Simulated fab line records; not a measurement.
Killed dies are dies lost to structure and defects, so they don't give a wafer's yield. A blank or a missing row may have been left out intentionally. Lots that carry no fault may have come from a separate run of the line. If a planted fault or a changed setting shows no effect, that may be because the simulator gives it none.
Lot-split experiment -- flow n5Finfet -- 21 wafers read across 7 lots, on a route 1938 steps long

## ABOUT THE SPLIT
At N5_SDB_ALD_29 (deposits SiNx, target thk 30 nm, pulse time 1 s, ald cycles 600), the setting aldCycles was moved away from the recipe's 600 on 9 of the 21 wafers read, by -13.8% to +7.7%. All remaining wafers had this setting at the recipe value.

## FROM SPLIT TO READING: 1 step shown by the file between the two
- N5_SDB_CMP_30: polishes, stops on poly-Si, t overpolish 1.54 s, target thk 30 nm

## THE READING
SiNx_of_SDB_ALD_29.thkNm (the simulator's own value, which no gauge read), in nm, at N5_DUMMY_REMOVAL_HM_STRIP_01 (strips SiNx in CH3F/O2, stops on poly-Si, target depth 4 nm, time 6.8 s). The file does not state a usual value for it. The 12 wafers here that ran the recipe average 29.3 nm, standard deviation 0.12 nm.

wafer,"tool, chamber at the split",aldCycles as run,against the recipe,"SiNx_of_SDB_ALD_29.thkNm, nm",against lot-mates on the recipe
L077.3,"aldSin-02, 0",600,recipe,29.4,-
L077.5,"aldSin-02, 0",600,recipe,29.4,-
L077.6,"aldSin-02, 1",631,+5.2%,28.6,-0.8
L078.1,"aldSin-01, 3",646,+7.7%,29.4,no lot-mate on the recipe
L078.2,"aldSin-01, 1,0",646,+7.7%,29,no lot-mate on the recipe
L078.3,"aldSin-01, 1,0",646,+7.7%,29.2,no lot-mate on the recipe
L083.4,"aldSin-01, 1",554,-7.7%,27,-2.2
L083.5,"aldSin-01, 3",600,recipe,29,-
L083.6,"aldSin-01, 2",600,recipe,29.4,-
L086.1,"aldSin-02, 2,1,1",600,recipe,29.4,-
L086.4,"aldSin-02, 2,1,1",600,recipe,29.4,-
L086.5,"aldSin-02, 2,1,1",600,recipe,29.2,-
L087.1,"aldSin-02, 1",600,recipe,29.4,-
L087.6,"aldSin-02, 1",600,recipe,29.4,-
L087.4,"aldSin-02, 2",522,-13.0%,25.6,-3.8
L088.2,"aldSin-04, 0",574,-4.3%,28.2,-1.2
L088.3,"aldSin-04, 3",574,-4.3%,28,-1.4
L088.5,"aldSin-04, 0",600,recipe,29.4,-
L092.2,"aldSin-04, 2,0",600,recipe,29.4,-
L092.5,"aldSin-04, 2,0",600,recipe,29.4,-
L092.3,"aldSin-04, 3",517,-13.8%,25.2,-4.2
If several chambers appear in one row, that row covers several wafers at once and the file leaves open which wafer was in which chamber.

FIT RESULTS
A straight line over all 21 wafers: SiNx_of_SDB_ALD_29.thkNm changes by +0.181 nm for each +1% of aldCycles; r = +0.82; the points scatter about the line by 0.73 nm.
The same after taking each lot's own level away (the mean of its wafers on the recipe; 18 wafers): +0.255 nm for each +1%; r = +0.92; scatter 0.54 nm.
Per that fit: largest aldCycles move, reading shift of 3.5 nm.
From 29.20 to 29.40 nm: that is the span of the lots' own levels, equal to 1.7 times the standard deviation above.
So the slope is not independent of the lot-to-lot level: the two fits are not the same.
Check: with one of the wafers moved furthest among these (-13.8%) left out of the fit, the line predicts -3.44 nm for it against its lot-mates. It came out at -4.2 nm against them.

## FURTHER SPLITS ON THESE WAFERS
Before the reading, these wafers also passed through other splits. Each is held against what the fit with the lots' levels taken away leaves over:
other split on the same wafers,wafers away from the commonest value,r with SiNx_of_SDB_ALD_29.thkNm (lot level and that fit taken away)
N5_SD_EPI_N_PEB_07 pebTempC,6,+0.08
N5_SD_EPI_N_ETCH_35 sourceW,8,+0.48
N5_SD_EPI_N_ETCH_45 targetDepthA,7,-0.21

## THE WHOLE CHAIN: every reading that the file lists as answering this split, in the file's order
step,what it does,reading,change (the file's fit),r (the file's)
N5_SDB_ALD_29,"deposits SiNx, target thk 30 nm, pulse time 1 s, ald cycles 600","SiNx_of_SDB_ALD_29.thkNm (the simulator's own value, which no gauge read)",+0.303 nm for each +1% of the setting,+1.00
N5_SDB_CMP_30,"polishes, stops on poly-Si, t overpolish 1.54 s, target thk 30 nm","SiNx_of_SDB_ALD_29.thkNm (the simulator's own value, which no gauge read)",+0.278 nm for each +1% of the setting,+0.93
N5_DUMMY_REMOVAL_HM_STRIP_01,"strips SiNx in CH3F/O2, stops on poly-Si, target depth 4 nm, time 6.8 s","SiNx_of_SDB_ALD_29.thkNm (the simulator's own value, which no gauge read)",+0.271 nm for each +1% of the setting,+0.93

## FILE'S OWN FIT
SiNx_of_SDB_ALD_29.thkNm changes by +0.271 nm for each +1% of aldCycles, r = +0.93.
